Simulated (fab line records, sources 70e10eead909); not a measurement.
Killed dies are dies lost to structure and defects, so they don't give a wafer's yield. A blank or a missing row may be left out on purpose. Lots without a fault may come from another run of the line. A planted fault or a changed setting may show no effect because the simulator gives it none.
fab line records | flow nand_harc
record lots=15 wafers=45 last_day=33
route steps=1302 shown A_CONTACT@1101 A_BLC@1117 A_M0@1148
lots that met no fault: from a run of the same line without faults
start_h: hours from the record's first day to the start of the lot's first wafer shown | wait_h: hours since the lot's step before | " the same as in the row above | L1.1+2: a row that stands for several wafers | - no value, or no start given | * or withheld: withheld | < > ~ a bound
route shown NAME@n: a module of which the file shows steps, and the number in the route of the first | usual: mean/standard deviation of fault-free wafers | same: alike in all rows | chamber/n: place in a boat | sites: the reading at each site | _std_site: their standard deviation | _edge_site: outer sites' mean less inner sites' | radius_mm: how far each site lies from the wafer's centre | mask NAME#n: copy n | behind: the tool/chamber that last shaped the wafer | hold: why the lot was held/for how many hours/how that ended | device: the transistor (n, p or np) that didn't switch | end of line: the same wafers' tests at the end of the route | a step without rows: its recipe alone | killed: dies lost to structure and defects at the first sort, not the wafer's yield | map: a wafer's dies, x killed, . not, _ none there
set.NAME: the setting as run; set.NAME@STEP: as run at that earlier step | model.NAME: the simulator's own value behind a step, which no gauge read
steps of the route over a sample of lots; a table a step, a row a wafer
services: from which hour (start_h, from the record's first day; less than 0 if before it) a tool's chamber was out of use, for how many hours, and why
## steps
# step NHARC_A_CONTACT_ALD_18
# recipe target_thk_a=30 pulse_time_s=1 ald_cycles=150 temp_c=450 material=TiN
# usual heater_power_w=1032/67 precursor_pulse_height_rel=1.000/0.019
# columns lot.wafer tool chamber start_h wait_h heater_power_w precursor_pulse_height_rel
L291.2 ald_metal-04 3 529.97 - 947 0.995
L291.1 " 0 " " 997 0.945
L291.3 " 2 " " 1098 0.984
L290.3 ald_metal-04 2 533.08 - 1047 1.026
L290.4 " 3 " " 921 0.962
L290.6 " 2 " " 1068 1.000
L294.2 ald_metal-02 1 551.72 - 1078 1.007
L294.3 " 2 " " 996 0.986
L294.5 " 1 " " 1075 0.994
L293.2 ald_metal-02 2 564.93 - 1025 1.024
L293.3 " 0 " " 1001 1.014
L293.6 " 2 " " 1011 0.990
L295.1 ald_metal-01 1 570.16 - 991 1.021
L295.3 " 2 " " 919 1.024
L295.6 " 1 " " 1020 1.017
L296.1 ald_metal-02 1 571.27 - 1074 1.005
L296.3 " 0 " " 1029 0.960
L296.5 " 2 " " 1025 1.018
L303.3 ald_metal-04 2 642.45 - 1053 1.008
L303.1 " 3 " " 963 1.003
L303.5 " 2 " " 1051 0.997
L304.2 ald_metal-02 2 658.71 - 1076 0.994
L304.6 " 3 " " 1076 1.040
L304.5 " 0 " " 983 1.029
L305.1 ald_metal-02 3 689.81 - 1082 0.995
L305.4 " 2 " " 1065 0.988
L305.5 " 3 " " 1084 1.015
L306.2 ald_metal-01 1 694.78 - 1023 0.957
L306.5 " 0 " " 1146 0.994
L306.6 " 1 " " 1012 0.981
L307.3 ald_metal-02 0 705.74 - 967 0.985
L307.5 " 2 " " 1077 1.007
L307.6 " 3 " " 1093 1.007
L311.2 ald_metal-02 3 720.39 - 1092 1.010
L311.5 " 1 " " 1108 1.003
L311.4 " 0 " " 968 0.997
L310.2 ald_metal-02 2 728.87 - 1091 1.015
L310.4 " 0 " " 983 1.011
L310.5 " 3 " " 1093 1.027
L308.2 ald_metal-02 3 739.10 - 1059 1.015
L308.1 " 0 " " 970 1.005
L308.3 " 1 " " 1078 1.009
L312.1 ald_metal-04 0 742.81 - 1104 0.966
L312.5 " 3 " " 987 1.013
L312.6 " 0 " " 1137 0.994
# step NHARC_A_BLC_CD_MEAS_10
# recipe target_cd_nm=100 landing_energy_ev=500
# usual cd_nm=100.0/0.56
# columns lot.wafer tool chamber start_h wait_h cd_nm
L291.1 cd_sem-01 0 531.97 - 100.3
L291.2 " 0 " " 99.6
L291.3 " 0 " " 100.6
L290.3 cd_sem-01 0 535.12 - 100.4
L290.4 " 0 " " 100.5
L290.6 " 0 " " 100.0
L294.2 cd_sem-03 0 553.76 - 99.9
L294.3 " 0 " " 100.3
L294.5 " 0 " " 100.4
L293.2 cd_sem-02 0 566.92 - 100.0
L293.3 " 0 " " 99.4
L293.6 " 0 " " 100.3
L295.1 cd_sem-02 0 572.93 - 99.8
L295.3 " 0 " " 100.3
L295.6 " 0 " " 99.9
L296.1 cd_sem-01 0 573.28 - 99.4
L296.3 " 0 " " 99.8
L296.5 " 0 " " 99.2
L303.1 cd_sem-02 0 646.00 - 100.4
L303.3 " 0 " " 99.9
L303.5 " 0 " " 99.8
L304.2 cd_sem-02 0 660.65 - 99.8
L304.5 " 0 " " 100.4
L304.6 " 0 " " 100.3
L305.1 cd_sem-01 0 691.80 - 98.5
L305.4 " 0 " " 99.1
L305.5 " 0 " " 98.6
L306.2 cd_sem-02 0 696.65 - 99.6
L306.5 " 0 " " 99.6
L306.6 " 0 " " 99.5
L307.3 cd_sem-03 0 707.70 - 100.2
L307.5 " 0 " " 99.7
L307.6 " 0 " " 100.0
L311.2 cd_sem-02 0 722.40 - 100.7
L311.4 " 0 " " 100.6
L311.5 " 0 " " 100.2
L310.2 cd_sem-03 0 731.66 - 99.8
L310.4 " 0 " " 99.8
L310.5 " 0 " " 99.2
L308.1 cd_sem-02 0 741.11 - 100.3
L308.2 " 0 " " 100.2
L308.3 " 0 " " 100.3
L312.1 cd_sem-02 0 744.79 - 100.6
L312.5 " 0 " " 100.2
L312.6 " 0 " " 100.0
# step NHARC_A_BLC_CMP_25
# recipe t_overpolish_s=30 target_thk_nm=150
# usual edge_zone_pressure_frac=1.001/0.005 motor_current_A=12.5/1.3 overpolish_run_s=30.001/0.0092 time_to_endpoint_s=29.7/2.4
# columns lot.wafer tool chamber start_h wait_h edge_zone_pressure_frac motor_current_A overpolish_run_s time_to_endpoint_s
L291.3 cmp-04 2 534.92 0.2 0.994 12.3 29.996 27.7
L291.2 " 3 " " 1.003 14.5 29.994 29.6
L291.1 " 1 " " 1.001 12.6 29.989 29.8
L290.3 cmp-03 1 537.84 0.2 1.004 11.6 29.996 31.3
L290.4 " 2 " " 1.003 12.2 30.007 31.0
L290.6 " 2 " " 1.000 12.6 29.998 29.3
L294.2 cmp-02 1 556.50 0.5 1.008 12.0 29.994 30.3
L294.3 " 3 " " 0.997 11.8 30.000 26.2
L294.5 " 0 " " 1.003 11.0 30.011 29.8
L293.3 cmp-02 1 569.64 0.2 - - - -
L293.2 " 3 " " - - - -
L293.6 " 2 " " - - - -
L295.3 cmp-02 1 575.68 0.2 - - - -
L295.1 " 3 " " - - - -
L295.6 " 1 " " - - - -
L296.3 cmp-04 2 576.04 0.3 - - - -
L296.1 " 0 " " - - - -
L296.5 " 1 " " - - - -
L303.3 cmp-04 0 648.80 0.2 1.000 16.0 30.008 31.8
L303.1 " 3 " " 1.007 13.7 30.009 31.0
L303.5 " 1 " " 1.010 12.4 29.984 30.6
L304.2 cmp-03 2 664.15 0.4 1.006 12.9 30.007 24.9
L304.6 " 2 " " 1.011 12.0 30.004 25.4
L304.5 " 3 " " 1.000 12.2 30.000 26.5
L305.1 cmp-04 2 694.58 0.4 1.004 12.5 29.988 29.5
L305.4 " 3 " " 1.000 14.4 30.008 29.8
L305.5 " 1 " " 0.995 12.4 29.996 32.2
L306.2 cmp-04 3 699.40 0.4 1.002 14.6 29.992 26.3
L306.6 " 2 " " 1.002 12.7 29.995 23.1
L306.5 " 3 " " 0.998 14.6 29.994 27.2
L307.3 cmp-04 0 710.43 0.2 1.004 15.5 29.995 27.9
L307.6 " 0 " " 1.008 15.3 30.010 28.0
L307.5 " 1 " " 1.008 12.7 30.004 29.5
L311.4 cmp-04 1 725.18 0.4 1.001 13.1 30.004 30.4
L311.2 " 2 " " 1.002 12.7 29.994 27.4
L311.5 " 3 " " 1.005 13.9 29.994 30.0
L310.2 cmp-02 2 734.43 0.5 1.001 13.1 30.018 29.4
L310.4 " 3 " " 1.002 11.3 30.001 29.3
L310.5 " 0 " " 0.993 11.5 30.007 29.9
L308.3 cmp-03 3 743.84 0.3 1.006 12.7 29.989 26.6
L308.1 " 0 " " 0.991 10.7 29.999 27.6
L308.2 " 1 " " 0.993 12.2 29.991 27.3
L312.1 cmp-02 3 747.76 0.5 1.000 11.6 30.005 32.0
L312.5 " 0 " " 1.002 11.0 29.991 29.9
L312.6 " 1 " " 0.997 12.4 30.003 33.4
# step NHARC_A_BLC_INSPECT_28
# usual raw_defect_count=545/140
# columns lot.wafer tool chamber start_h wait_h raw_defect_count
L291.1 defect_inspect-02 - 535.32 0.1 607
L291.2 " - " " 722
L291.3 " - " " 1016
L290.3 defect_inspect-01 - 538.24 0.1 441
L290.4 " - " " 510
L290.6 " - " " 419
L294.2 defect_inspect-01 - 556.88 0.1 446
L294.3 " - " " 442
L294.5 " - " " 448
L293.2 defect_inspect-02 - 570.04 0.1 6824
L293.3 " - " " 6613
L293.6 " - " " 6691
L295.1 defect_inspect-01 - 576.08 0.1 6665
L295.3 " - " " 6538
L295.6 " - " " 6781
L296.1 defect_inspect-02 - 576.41 0.1 6821
L296.3 " - " " 6823
L296.5 " - " " 6635
L303.1 defect_inspect-02 - 649.20 0.1 674
L303.3 " - " " 562
L303.5 " - " " 1151
L304.2 defect_inspect-01 - 664.56 0.1 339
L304.5 " - " " 289
L304.6 " - " " 489
L305.1 defect_inspect-02 - 694.93 0.1 643
L305.4 " - " " 400
L305.5 " - " " 520
L306.2 defect_inspect-02 - 699.78 0.1 593
L306.5 " - " " 471
L306.6 " - " " 503
L307.3 defect_inspect-02 - 710.83 0.1 531
L307.5 " - " " 501
L307.6 " - " " 467
L311.2 defect_inspect-01 - 725.53 0.1 586
L311.4 " - " " 583
L311.5 " - " " 407
L310.2 defect_inspect-01 - 734.79 0.1 498
L310.4 " - " " 583
L310.5 " - " " 816
L308.1 defect_inspect-01 - 744.24 0.1 409
L308.2 " - " " 406
L308.3 " - " " 322
L312.1 defect_inspect-01 - 748.09 0.1 345
L312.5 " - " " 353
L312.6 " - " " 427
# step NHARC_A_M0_OVL_MEAS_10
# recipe pitch_nm=160
# usual overlay_x_nm=0.1/0.78 overlay_y_nm=0.3/0.92
# columns lot.wafer tool chamber start_h wait_h overlay_x_nm overlay_y_nm
L291.1 overlay-02 - 536.18 - 1.4 -1.5
L291.2 " - " " 1.0 -1.6
L291.3 " - " " 0.9 -1.7
L290.3 overlay-02 - 539.23 - 0.2 -1.8
L290.4 " - " " 0.4 -1.4
L290.6 " - " " 0.0 -1.4
L294.2 overlay-02 - 557.87 - -0.6 -0.4
L294.3 " - " " -0.3 -0.3
L294.5 " - " " -0.2 -0.9
L303.1 overlay-01 - 650.06 - 0.1 1.3
L303.3 " - " " 0.3 0.4
L303.5 " - " " 0.5 1.1
L304.2 overlay-02 - 665.54 - -0.7 0.3
L304.5 " - " " -0.2 0.6
L304.6 " - " " -0.4 1.1
L305.1 overlay-02 - 695.92 - -1.3 -0.3
L305.4 " - " " -0.8 -0.2
L305.5 " - " " -1.4 -0.6
L306.2 overlay-01 - 700.77 - -0.5 0.5
L306.5 " - " " 0.2 -0.2
L306.6 " - " " 0.1 0.2
L307.3 overlay-01 - 711.83 - -0.6 1.4
L307.5 " - " " -0.1 1.8
L307.6 " - " " -0.8 1.4
L311.2 overlay-01 - 726.52 - 1.1 0.0
L311.4 " - " " 1.4 -0.1
L311.5 " - " " 0.7 0.0
L310.2 overlay-01 - 735.65 - 0.4 -0.2
L310.4 " - " " -0.1 -0.7
L310.5 " - " " -0.4 -0.6
L308.1 overlay-02 - 745.23 - 2.0 0.9
L308.2 " - " " 2.4 0.8
L308.3 " - " " 2.3 0.0
L312.1 overlay-02 - 749.08 - 0.1 0.7
L312.5 " - " " 0.3 0.7
L312.6 " - " " 0.7 0.5
## services
# columns tool chamber start_h hours kind
ald_metal-01 - 526.05 10.0 pm
cmp-02 - 526.51 4.0 pm
cmp-02 - 536.61 3.4 repair
ald_metal-01 2 542.18 4.2 repair
cmp-03 - 554.00 4.0 pm
ald_metal-02 3 556.69 6.2 repair
cmp-02 - 562.49 3.4 repair
ald_metal-01 3 574.58 25.0 repair
cmp-04 - 602.35 4.0 pm
ald_metal-02 - 610.00 10.0 pm
cmp-02 - 613.81 2.0 repair
cmp-02 - 624.51 4.0 pm
cmp-03 - 648.69 2.1 repair
ald_metal-04 3 651.34 22.0 repair
cmp-02 - 651.59 0.9 repair
ald_metal-04 - 652.00 10.0 pm
cmp-03 - 652.00 4.0 pm
cmp-03 - 694.61 0.8 repair
cmp-04 - 700.35 4.0 pm
cmp-04 - 710.96 7.2 repair
ald_metal-02 2 715.98 10.8 repair
cmp-02 - 716.03 0.3 repair
cmp-02 - 722.51 4.0 pm
cmp-04 - 727.14 3.3 repair
## key
first_sign step=NHARC_A_BLC_CMP_25 reading=tool_record direction=missing
effect step=NHARC_A_BLC_INSPECT_28 reading=raw_defect_count direction=up sigmas=44 usual=545 struck=6710
met_at NHARC_A_BLC_CMP_25
struck_lots L293,L295,L296
later_rows_left_out L293.2,L293.3,L293.6,L295.1,L295.3,L295.6,L296.1,L296.3,L296.5
sort_left_out L293.2,L293.3,L293.6,L295.1,L295.3,L295.6,L296.1,L296.3,L296.5
tester_left_out L293,L295,L296
not_acting_at NHARC_A_CONTACT_ALD_18,NHARC_A_BLC_CD_MEAS_10,NHARC_A_M0_OVL_MEAS_10
onset_between 556.50 569.64
fault kind=skipped_step_whole tool=cmp-02,cmp-04 chamber=- onset_h=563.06 steps=NHARC_A_BLC_CMP_25 scope=struck_lots_only
# tester_left_out: of these lots the tester's yield and bins aren't shown, on N5 and GAA mostly nor the transistor test; their killed dies are dies lost to structure and defects alone, not to doping, threshold or leakage, so they don't give the yield
# sort_left_out: the simulated sort isn't trusted on such a fault, so these wafers' sort isn't shown, and their yield isn't known
# later_rows_left_out: the simulator's readings of these wafers behind a module that went badly wrong aren't trusted and aren't shown, but for the sort
